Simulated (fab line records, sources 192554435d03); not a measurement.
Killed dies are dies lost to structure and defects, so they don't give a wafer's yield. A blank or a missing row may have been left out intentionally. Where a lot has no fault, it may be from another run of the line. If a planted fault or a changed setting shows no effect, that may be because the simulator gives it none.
Chamber matching / flow n5Finfet / N5_BEOL_M2_ETCH_74 on rieDiel-06: 4 sister chambers
The step etches underlayer in N2/H2, target depth 6.5 nm, time 5.2 s. 4 wafers are shown with their chamber, then 11 later ones without.

## WAFERS, EACH WITH ITS CHAMBER
wafer=L083.3; chamber=2; showerheadPlenumPTorr (Torr)=2.41
wafer=L084.1; chamber=0; showerheadPlenumPTorr (Torr)=2.65
wafer=L084.5; chamber=1; showerheadPlenumPTorr (Torr)=2.52
wafer=L086.1; chamber=3; showerheadPlenumPTorr (Torr)=2.63

## WAFERS WITHOUT THEIR CHAMBER
wafer=L086.2; showerheadPlenumPTorr (Torr)=2.41
wafer=L086.5; showerheadPlenumPTorr (Torr)=2.41
wafer=L090.1; showerheadPlenumPTorr (Torr)=2.40
wafer=L090.2; showerheadPlenumPTorr (Torr)=2.64
wafer=L090.6; showerheadPlenumPTorr (Torr)=2.63
wafer=L091.4; showerheadPlenumPTorr (Torr)=2.51
wafer=L091.5; showerheadPlenumPTorr (Torr)=2.64
wafer=L091.6; showerheadPlenumPTorr (Torr)=2.63
wafer=L095.2; showerheadPlenumPTorr (Torr)=2.64
wafer=L095.4; showerheadPlenumPTorr (Torr)=2.51
wafer=L095.5; showerheadPlenumPTorr (Torr)=2.40

## CHAMBER TAKEN BY EACH
wafer=L086.2; from the rows above=2; in truth=2
wafer=L086.5; from the rows above=2; in truth=2
wafer=L090.1; from the rows above=2; in truth=2
wafer=L090.2; from the rows above=can't be placed: 0 or 3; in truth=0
wafer=L090.6; from the rows above=3; in truth=3
wafer=L091.4; from the rows above=1; in truth=1
wafer=L091.5; from the rows above=can't be placed: 0 or 3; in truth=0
wafer=L091.6; from the rows above=3; in truth=3
wafer=L095.2; from the rows above=can't be placed: 0 or 3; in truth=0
wafer=L095.4; from the rows above=1; in truth=1
wafer=L095.5; from the rows above=2; in truth=2
Correctly placed: 8 of 11. Unplaceable from these rows: 3, with the true chamber sitting among the candidates in 3. Wrongly placed: 0.
How it was worked out, from the rows above alone: a wafer's distance from a chamber is the root of the sum, over the readings, of the square of ((its reading less the chamber's mean) divided by the reading's scatter). The wafer belongs to the nearest chamber; if the next one is less than 2 further off, it can't be placed. The mean given for a chamber averages the wafers shown for that chamber. The scatter: root of mean squared gap, hidden wafer to nearest shown wafer, with one shown wafer a chamber.
